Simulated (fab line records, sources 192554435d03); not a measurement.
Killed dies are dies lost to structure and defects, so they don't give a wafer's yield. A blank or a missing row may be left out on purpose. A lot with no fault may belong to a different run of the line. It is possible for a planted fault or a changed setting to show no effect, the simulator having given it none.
fab line records + flow n5-finfet
record
- lots=10
- wafers=29
- last-day=18
route steps=1938 shown WELL_APT@45 PMOS_HMC_CHANNEL_EPI@62 BEOL_M4@1111 PASSIVATION@1936
lots that met no fault: taken from a fault-free run of the same line
start-h: hours from the record's first day to the start of the lot's first wafer shown + wait-h: how many hours have passed since the lot's step before this one + " identical to the entry in the row above + L1.1+2: a single row standing in for several wafers + - no value present, or no start provided + * or withheld: withheld + < > ~ a bound
route shown NAME@n: a module of which the file shows steps, and the number in the route of the first + usual: the fault-free wafers' mean and standard deviation + same: alike in all rows + chamber/n: place in a boat + sites: the reading at each site + _std_site: the standard deviation of these + _edge_site: inner sites' mean taken away from outer sites' mean + radius-mm: for every site, how far away it sits from the centre of the wafer + mask NAME#n: copy n + behind: tool/chamber where the wafer was last shaped + hold: reason for holding the lot/hours on hold/outcome of the hold + device: whichever transistor did not switch (one of n, p or np) + end of line: the route-end tests of the same wafers + for a step that has no rows: nothing shown but its recipe + killed: the dies lost at the first sort to structure and to defects; this is not the yield of the wafer + map: the dies of a wafer, with x for killed, . for not killed, _ for no die there
set.NAME: the setting that was run; set.NAME@STEP: the one run at that earlier step + model.NAME: the simulator's own value behind a step, which no gauge read
one table for each step of the route and one row for each wafer, over a sample of lots
services: a tool's chamber out of use, with start hour (start-h, from the record's first day; less than 0 if before it), hours out, and reason
## steps
# step N5_WELL_APT_INSPECT_27
# recipe
- mode=adi
- inspect-instrument=macro
# usual
- raw-defect-count=2.1/1.5
| lot.wafer | tool              | chamber | start-h | wait-h | raw-defect-count |
|-----------|-------------------|---------|---------|--------|------------------|
| L653.2    | defect-inspect-01 | -       | 15.98   | 0.0    | 4                |
| L653.5    | "                 | -       | "       | "      | 3                |
| L653.6    | "                 | -       | "       | "      | 1                |
| L654.1    | defect-inspect-01 | -       | 21.14   | 0.0    | 3                |
| L654.5    | "                 | -       | "       | "      | 4                |
| L654.6    | "                 | -       | "       | "      | 3                |
| L655.1    | defect-inspect-01 | -       | 26.90   | 0.0    | 2                |
| L655.4    | "                 | -       | "       | "      | 2                |
| L655.5    | "                 | -       | "       | "      | 3                |
| L657.1    | defect-inspect-01 | -       | 39.30   | 0.0    | 7                |
| L657.2    | "                 | -       | "       | "      | 4                |
| L657.4    | "                 | -       | "       | "      | 1                |
| L662.2    | defect-inspect-02 | -       | 69.05   | 0.0    | 2                |
| L662.5    | "                 | -       | "       | "      | 3                |
| L662.6    | "                 | -       | "       | "      | 2                |
| L664.1    | defect-inspect-02 | -       | 81.01   | 0.0    | 1                |
| L664.2    | "                 | -       | "       | "      | 3                |
| L664.4    | "                 | -       | "       | "      | 0                |
| L665.2    | defect-inspect-01 | -       | 89.94   | 0.0    | 3                |
| L665.3    | "                 | -       | "       | "      | 0                |
| L665.6    | "                 | -       | "       | "      | 4                |
| L671.2    | defect-inspect-02 | -       | 122.97  | 0.0    | 1                |
| L671.3    | "                 | -       | "       | "      | 3                |
| L671.6    | "                 | -       | "       | "      | 1                |
| L674.2    | defect-inspect-02 | -       | 141.01  | 0.0    | 1                |
| L674.3    | "                 | -       | "       | "      | 2                |
| L675.1    | defect-inspect-01 | -       | 147.11  | 0.0    | 0                |
| L675.4    | "                 | -       | "       | "      | 1                |
| L675.5    | "                 | -       | "       | "      | 0                |
# step N5_WELL_APT_INSPECT_38
# recipe
- inspect-instrument=darkfield
- mode=post-epi
# usual
- raw-defect-count=13/4.8
| lot.wafer | tool              | chamber | start-h | wait-h | raw-defect-count |
|-----------|-------------------|---------|---------|--------|------------------|
| L653.2    | defect-inspect-02 | -       | 18.27   | 0.4    | 9                |
| L653.5    | "                 | -       | "       | "      | 10               |
| L653.6    | "                 | -       | "       | "      | 9                |
| L654.1    | defect-inspect-02 | -       | 23.08   | 0.5    | 10               |
| L654.5    | "                 | -       | "       | "      | 10               |
| L654.6    | "                 | -       | "       | "      | 11               |
| L655.1    | defect-inspect-02 | -       | 28.68   | 0.5    | 12               |
| L655.4    | "                 | -       | "       | "      | 16               |
| L655.5    | "                 | -       | "       | "      | 7                |
| L657.1    | defect-inspect-02 | -       | 40.97   | 0.5    | 9                |
| L657.2    | "                 | -       | "       | "      | 7                |
| L657.4    | "                 | -       | "       | "      | 10               |
| L662.2    | defect-inspect-02 | -       | 70.72   | 0.4    | 14               |
| L662.5    | "                 | -       | "       | "      | 17               |
| L662.6    | "                 | -       | "       | "      | 20               |
| L664.1    | defect-inspect-02 | -       | 83.85   | 0.5    | 11               |
| L664.2    | "                 | -       | "       | "      | 5                |
| L664.4    | "                 | -       | "       | "      | 16               |
| L665.2    | defect-inspect-02 | -       | 92.69   | 0.4    | 16               |
| L665.3    | "                 | -       | "       | "      | 15               |
| L665.6    | "                 | -       | "       | "      | 11               |
| L671.2    | defect-inspect-02 | -       | 124.67  | 0.4    | 16               |
| L671.3    | "                 | -       | "       | "      | 12               |
| L671.6    | "                 | -       | "       | "      | 9                |
| L674.2    | defect-inspect-02 | -       | 143.17  | 0.4    | 17               |
| L674.3    | "                 | -       | "       | "      | 18               |
| L675.1    | defect-inspect-01 | -       | 148.81  | 0.5    | 15               |
| L675.4    | "                 | -       | "       | "      | 11               |
| L675.5    | "                 | -       | "       | "      | 16               |
# step N5_PMOS_HMC_CHANNEL_EPI_EXPOSE_06
# recipe
- mask-id=PMOS_HMC_BLK
- na=1.35
- source-shape=conventional
- sigma-outer=0.8
- polarization=unpolarized
- target-cd-nm=240
- dose-mj=41
| lot.wafer  | tool            | chamber | start-h | wait-h | mask           |
|------------|-----------------|---------|---------|--------|----------------|
| L653.2+5+6 | arfi-scanner-02 | 0       | 18.59   | -      | PMOS_HMC_BLK#0 |
| L654.1+5+6 | arfi-scanner-03 | 0       | 23.39   | -      | PMOS_HMC_BLK#0 |
| L655.1+4+5 | arfi-scanner-02 | 0       | 29.00   | -      | PMOS_HMC_BLK#0 |
| L657.1+2+4 | arfi-scanner-03 | 0       | 41.29   | -      | PMOS_HMC_BLK#0 |
| L662.2+5+6 | arfi-scanner-03 | 0       | 71.04   | -      | PMOS_HMC_BLK#0 |
| L664.1+2+4 | arfi-scanner-03 | 0       | 84.04   | -      | PMOS_HMC_BLK#0 |
| L665.2+3+6 | arfi-scanner-01 | 0       | 93.03   | -      | PMOS_HMC_BLK#0 |
| L671.2+3+6 | arfi-scanner-03 | 0       | 124.99  | -      | PMOS_HMC_BLK#0 |
| L674.2+3   | arfi-scanner-01 | 0       | 143.49  | -      | PMOS_HMC_BLK#0 |
| L675.1+4+5 | arfi-scanner-02 | 0       | 149.13  | -      | PMOS_HMC_BLK#0 |
# step N5_PMOS_HMC_CHANNEL_EPI_OVL_MEAS_10
# recipe
- points-per-wafer=44
# usual
- PMOS_HMC_BLK_OVL=-0.7/0.75
# same
- points-per-wafer=44
| lot.wafer | tool       | chamber | start-h | wait-h | PMOS_HMC_BLK_OVL[nm] |
|-----------|------------|---------|---------|--------|----------------------|
| L653.2    | overlay-02 | 0       | 18.74   | 0.0    | -0.1                 |
| L653.5    | "          | 0       | "       | "      | 0.2                  |
| L653.6    | "          | 0       | "       | "      | 0.4                  |
| L654.1    | overlay-02 | 0       | 23.55   | 0.0    | -0.2                 |
| L654.5    | "          | 0       | "       | "      | -0.4                 |
| L654.6    | "          | 0       | "       | "      | -0.2                 |
| L655.1    | overlay-01 | 0       | 29.16   | 0.0    | -0.9                 |
| L655.4    | "          | 0       | "       | "      | -1.0                 |
| L655.5    | "          | 0       | "       | "      | -1.3                 |
| L657.1    | overlay-02 | 0       | 41.44   | 0.0    | -0.3                 |
| L657.2    | "          | 0       | "       | "      | -1.2                 |
| L657.4    | "          | 0       | "       | "      | 0.2                  |
| L662.2    | overlay-02 | 0       | 71.19   | 0.0    | 0.5                  |
| L662.5    | "          | 0       | "       | "      | 0.4                  |
| L662.6    | "          | 0       | "       | "      | -0.2                 |
| L664.1    | overlay-02 | 0       | 84.20   | 0.0    | 57.5                 |
| L664.2    | "          | 0       | "       | "      | 57.2                 |
| L664.4    | "          | 0       | "       | "      | 56.1                 |
| L665.2    | overlay-01 | 0       | 93.18   | 0.0    | -0.3                 |
| L665.3    | "          | 0       | "       | "      | -1.7                 |
| L665.6    | "          | 0       | "       | "      | -0.7                 |
| L671.2    | overlay-02 | 0       | 125.14  | 0.0    | 58.5                 |
| L671.3    | "          | 0       | "       | "      | 59.6                 |
| L671.6    | "          | 0       | "       | "      | 58.5                 |
| L674.2    | overlay-01 | 0       | 143.64  | 0.0    | -1.7                 |
| L674.3    | "          | 0       | "       | "      | -0.5                 |
| L675.1    | overlay-02 | 0       | 149.29  | 0.0    | -0.7                 |
| L675.4    | "          | 0       | "       | "      | -0.4                 |
| L675.5    | "          | 0       | "       | "      | 0.1                  |
# step N5_PMOS_HMC_CHANNEL_EPI_INSPECT_11
# recipe
- mode=adi
- inspect-instrument=macro
# usual
- raw-defect-count=2.0/1.4
| lot.wafer | tool              | chamber | start-h | wait-h | raw-defect-count |
|-----------|-------------------|---------|---------|--------|------------------|
| L653.2    | defect-inspect-01 | -       | 18.77   | 0.0    | 3                |
| L653.5    | "                 | -       | "       | "      | 2                |
| L653.6    | "                 | -       | "       | "      | 2                |
| L654.1    | defect-inspect-01 | -       | 23.57   | 0.0    | 0                |
| L654.5    | "                 | -       | "       | "      | 0                |
| L654.6    | "                 | -       | "       | "      | 3                |
| L655.1    | defect-inspect-01 | -       | 29.18   | 0.0    | 1                |
| L655.4    | "                 | -       | "       | "      | 4                |
| L655.5    | "                 | -       | "       | "      | 4                |
| L657.1    | defect-inspect-01 | -       | 41.46   | 0.0    | 1                |
| L657.2    | "                 | -       | "       | "      | 1                |
| L657.4    | "                 | -       | "       | "      | 2                |
| L662.2    | defect-inspect-01 | -       | 71.22   | 0.0    | 0                |
| L662.5    | "                 | -       | "       | "      | 4                |
| L662.6    | "                 | -       | "       | "      | 4                |
| L664.1    | defect-inspect-01 | -       | 84.22   | 0.0    | 1                |
| L664.2    | "                 | -       | "       | "      | 2                |
| L664.4    | "                 | -       | "       | "      | 2                |
| L665.2    | defect-inspect-02 | -       | 93.20   | 0.0    | 3                |
| L665.3    | "                 | -       | "       | "      | 1                |
| L665.6    | "                 | -       | "       | "      | 2                |
| L671.2    | defect-inspect-01 | -       | 125.16  | 0.0    | 2                |
| L671.3    | "                 | -       | "       | "      | 4                |
| L671.6    | "                 | -       | "       | "      | 0                |
| L674.2    | defect-inspect-02 | -       | 143.66  | 0.0    | 1                |
| L674.3    | "                 | -       | "       | "      | 2                |
| L675.1    | defect-inspect-02 | -       | 149.31  | 0.0    | 1                |
| L675.4    | "                 | -       | "       | "      | 0                |
| L675.5    | "                 | -       | "       | "      | 1                |
# step N5_BEOL_M4_RC_MEAS_101
# usual
- DIBL_N=36.2/1.5
- DIBL_P=36.4/2.1
- IOFF_N=0.16/0.031
- IOFF_P=0.21/0.037
- ION_N=679/11
- ION_P=465/7.7
- SS_N=71.4/0.55
- SS_P=73.2/0.63
- VT_N=249/3.3
- VT_P=-250/3.4
| lot.wafer | tool      | chamber | start-h | wait-h | DIBL_N[mV/V] | DIBL_P[mV/V] | IOFF_N[nA/um] | IOFF_P[nA/um] | ION_N[uA/um] | ION_P[uA/um] | SS_N[mV/dec] | SS_P[mV/dec] | VT_N[mV] | VT_P[mV] |
|-----------|-----------|---------|---------|--------|--------------|--------------|---------------|---------------|--------------|--------------|--------------|--------------|----------|----------|
| L654.1    | prober-02 | 0       | 167.58  | 0.0    | 35.3         | 34.8         | 0.16          | 0.19          | 679          | 465          | 71.8         | 73.6         | 246      | -251     |
| L654.5    | "         | 0       | "       | "      | 39.2         | 39.8         | 0.24          | 0.28          | 696          | 470          | 72.5         | 74.4         | 243      | -245     |
| L654.6    | "         | 0       | "       | "      | 34.3         | 33.7         | 0.13          | 0.18          | 673          | 456          | 71.5         | 72.1         | 251      | -254     |
| L653.2    | prober-02 | 0       | 171.19  | 0.2    | 36.6         | 38.2         | 0.15          | 0.21          | 675          | 463          | 72.2         | 74.0         | 249      | -253     |
| L653.5    | "         | 0       | "       | "      | 37.2         | 38.7         | 0.17          | 0.21          | 677          | 462          | 71.7         | 73.7         | 247      | -252     |
| L653.6    | "         | 0       | "       | "      | 39.9         | 40.6         | 0.22          | 0.24          | 694          | 465          | 72.0         | 74.3         | 244      | -250     |
| L655.1    | prober-01 | 0       | 176.20  | 0.0    | 34.9         | 32.6         | 0.12          | 0.14          | 657          | 449          | 71.3         | 72.2         | 255      | -257     |
| L655.4    | "         | 0       | "       | "      | 33.9         | 32.0         | 0.12          | 0.14          | 679          | 461          | 71.2         | 71.5         | 252      | -254     |
| L655.5    | "         | 0       | "       | "      | 35.2         | 33.4         | 0.12          | 0.16          | 667          | 458          | 72.2         | 72.7         | 252      | -254     |
| L657.1    | prober-01 | 0       | 194.07  | 0.0    | 36.2         | 35.0         | 0.17          | 0.23          | 682          | 467          | 72.2         | 73.1         | 249      | -249     |
| L657.2    | "         | 0       | "       | "      | 36.6         | 36.3         | 0.18          | 0.25          | 670          | 465          | 71.1         | 73.9         | 248      | -244     |
| L657.4    | "         | 0       | "       | "      | 36.1         | 35.0         | 0.16          | 0.24          | 667          | 464          | 71.3         | 74.1         | 251      | -244     |
| L664.1    | prober-02 | 0       | 236.01  | 0.0    | 32.9         | 34.8         | 0.12          | 0.17          | 679          | 470          | 70.5         | 72.2         | 253      | -253     |
| L664.2    | "         | 0       | "       | "      | 34.6         | 36.6         | 0.14          | 0.19          | 674          | 462          | 70.4         | 72.8         | 253      | -251     |
| L664.4    | "         | 0       | "       | "      | 35.7         | 38.1         | 0.16          | 0.21          | 683          | 466          | 71.0         | 73.8         | 252      | -252     |
| L662.2    | prober-01 | 0       | 240.55  | 0.2    | 37.2         | 35.5         | 0.14          | 0.16          | 685          | 457          | 71.5         | 72.6         | 251      | -257     |
| L662.5    | "         | 0       | "       | "      | 35.9         | 34.6         | 0.13          | 0.15          | 672          | 448          | 70.8         | 72.3         | 253      | -257     |
| L662.6    | "         | 0       | "       | "      | 39.3         | 39.4         | 0.20          | 0.22          | 696          | 471          | 72.7         | 73.3         | 247      | -256     |
| L665.2    | prober-02 | 0       | 247.24  | 0.2    | 38.8         | 39.5         | 0.22          | 0.29          | 700          | 477          | 72.2         | 73.8         | 244      | -246     |
| L665.3    | "         | 0       | "       | "      | 34.0         | 34.5         | 0.14          | 0.21          | 680          | 470          | 70.5         | 72.9         | 250      | -247     |
| L665.6    | "         | 0       | "       | "      | 37.5         | 38.3         | 0.20          | 0.27          | 692          | 481          | 72.0         | 73.9         | 248      | -247     |
| L671.2    | prober-01 | 0       | 282.10  | 0.2    | 38.9         | 39.7         | 0.17          | 0.22          | 672          | 453          | 71.4         | 73.8         | 251      | -253     |
| L671.3    | "         | 0       | "       | "      | 36.7         | 36.8         | 0.14          | 0.18          | 672          | 453          | 71.7         | 72.7         | 252      | -253     |
| L671.6    | "         | 0       | "       | "      | 36.8         | 36.7         | 0.15          | 0.19          | 663          | 451          | 70.7         | 72.7         | 248      | -253     |
| L674.2    | prober-01 | 0       | 308.08  | 0.2    | 33.8         | 33.1         | 0.12          | 0.17          | 663          | 462          | 70.7         | 72.3         | 251      | -253     |
| L674.3    | "         | 0       | "       | "      | 36.4         | 36.4         | 0.17          | 0.22          | 692          | 474          | 71.4         | 73.4         | 245      | -247     |
| L675.1    | prober-01 | 0       | 315.45  | 0.0    | 38.0         | 39.9         | 0.19          | 0.26          | 672          | 464          | 71.5         | 73.8         | 249      | -245     |
| L675.4    | "         | 0       | "       | "      | 35.9         | 36.3         | 0.15          | 0.20          | 660          | 453          | 71.2         | 73.0         | 252      | -250     |
| L675.5    | "         | 0       | "       | "      | 34.6         | 34.2         | 0.13          | 0.17          | 675          | 457          | 71.2         | 72.9         | 250      | -249     |
# step N5_PASSIVATION_PROBE_49
# usual
- defect-limited-yield=91.3/1.3
- killed_at_M0_to_M3=36/12
- killed_at_M4_up=13/4.6
- killed-at-contacts=13/5.4
- killed-at-front-end=37/10
- killed-at-other=3.6/2.9
- killed-dies=102/15
- killed-open=67/12
- killed-short=33/7.5
- sort_bin_5_function=5.1/0.93
- sort_bin_6_memory=3.2/0.62
- sort-n-pass=1078/15
- sort-yield-pct=91.3/1.3
# same
- gross-dies=1180
- killed-at-back-side=0
- sort_bin_4_leakage[%]=0
- sort_bin_8_speed[%]=0
| lot.wafer | tool      | chamber | start-h | wait-h | defect-limited-yield[%] | killed_at_M0_to_M3 | killed_at_M4_up | killed-at-contacts | killed-at-front-end | killed-at-other | killed-dies | killed-open | killed-short | sort_bin_5_function[%] | sort_bin_6_memory[%] | sort-n-pass | sort-yield-pct[%] |
|-----------|-----------|---------|---------|--------|-------------------------|--------------------|-----------------|--------------------|---------------------|-----------------|-------------|-------------|--------------|------------------------|----------------------|-------------|-------------------|
| L671.2    | prober-02 | -       | 383.34  | 0.1    | 89.8                    | 36                 | 10              | 6                  | 66                  | 2               | 120         | 70          | 49           | 4.8                    | 5.1                  | 1060        | 89.8              |
| L671.3    | prober-02 | -       | 383.39  | 0.1    | 90.2                    | 22                 | 18              | 16                 | 53                  | 7               | 116         | 61          | 52           | 5.8                    | 3.0                  | 1064        | 90.2              |
| L671.6    | prober-02 | -       | 383.54  | 0.3    | 90.1                    | 35                 | 17              | 11                 | 45                  | 9               | 117         | 75          | 41           | 5.8                    | 3.6                  | 1063        | 90.1              |
# killed by level:class
L671.2 FIN_SAQP:geometric-particle:short=25 FIN_SAQP:geometric-particle:open=15 BEOL_M0_SAQP:geometric-particle:short=11 STI_FIN_REVEAL:geometric-particle:open=9 BEOL_M1:geometric-particle:open=7 MOL_CONTACT_COAG:geometric-particle:open=6 BEOL_M0_SAQP:geometric-particle:open=5 STARTING-WAFER:geometric-particle:open=5
L671.3 FIN_SAQP:geometric-particle:short=20 MOL_CONTACT_COAG:geometric-particle:open=11 STI_FIN_REVEAL:geometric-particle:open=7 BEOL_M4:geometric-particle:open=7 FIN_SAQP:geometric-particle:open=6 GATE_CUT:geometric-particle:short=6 MOL_CONTACT_COAG:geometric-particle:short=5 BEOL_M0_SAQP:geometric-particle:open=5
L671.6 FIN_SAQP:geometric-particle:short=12 FIN_SAQP:geometric-particle:open=10 BEOL_M0_SAQP:geometric-particle:short=9 BEOL_M4:geometric-particle:open=9 BEOL_M0_SAQP:geometric-particle:open=9 DUMMY_GATE:geometric-particle:open=8 MOL_CONTACT_COAG:geometric-particle:open=7 BEOL_M1:geometric-particle:open=6
## services
| tool            | chamber | start-h | hours | kind        |
|-----------------|---------|---------|-------|-------------|
| arfi-scanner-02 | -       | 16.37   | 1.0   | pm          |
| arfi-scanner-02 | -       | 19.65   | 1.3   | repair      |
| arfi-scanner-02 | -       | 22.08   | 1.2   | repair      |
| arfi-scanner-01 | -       | 22.45   | 1.3   | pm          |
| arfi-scanner-03 | -       | 33.32   | 1.0   | pm          |
| arfi-scanner-03 | -       | 46.64   | 1.3   | pm          |
| arfi-scanner-02 | -       | 49.82   | 1.3   | pm          |
| arfi-scanner-02 | -       | 53.45   | 0.8   | pm          |
| arfi-scanner-03 | -       | 62.60   | 1.0   | pm          |
| arfi-scanner-02 | -       | 62.98   | 0.8   | pm          |
| arfi-scanner-02 | -       | 66.39   | 4.9   | pm          |
| arfi-scanner-01 | -       | 67.11   | 4.9   | pm          |
| arfi-scanner-01 | -       | 72.91   | 1.0   | pm          |
| arfi-scanner-01 | -       | 74.44   | 1.0   | pm          |
| arfi-scanner-03 | 0       | 97.89   | -     | calibration |
| arfi-scanner-01 | -       | 98.57   | 0.8   | pm          |
| arfi-scanner-02 | -       | 100.15  | 1.0   | pm          |
| arfi-scanner-03 | -       | 109.54  | 1.4   | repair      |
| arfi-scanner-02 | 0       | 115.30  | -     | calibration |
| arfi-scanner-01 | -       | 116.29  | 4.2   | repair      |
| arfi-scanner-03 | -       | 122.89  | 0.8   | pm          |
| arfi-scanner-01 | 0       | 135.22  | -     | calibration |
| arfi-scanner-03 | -       | 138.67  | 3.9   | pm          |
| arfi-scanner-01 | -       | 147.95  | 1.3   | pm          |
## key
first-sign
- step=N5_PMOS_HMC_CHANNEL_EPI_OVL_MEAS_10
- reading=PMOS_HMC_BLK_OVL
- direction=up
- sigmas=78
- usual=-0.7
- struck=57.9
effect none on later readings
met-at N5_PMOS_HMC_CHANNEL_EPI_EXPOSE_06
struck-lots L664,L671
not-acting-at N5_WELL_APT_INSPECT_27,N5_WELL_APT_INSPECT_38,N5_PMOS_HMC_CHANNEL_EPI_INSPECT_11
onset-between 71.04 84.04
fault
- kind=scanner-matching-overlay
- tool=arfi-scanner-03
- chamber=-
- onset-h=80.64
- steps=N5_PMOS_HMC_CHANNEL_EPI_EXPOSE_06
- offset=56.935
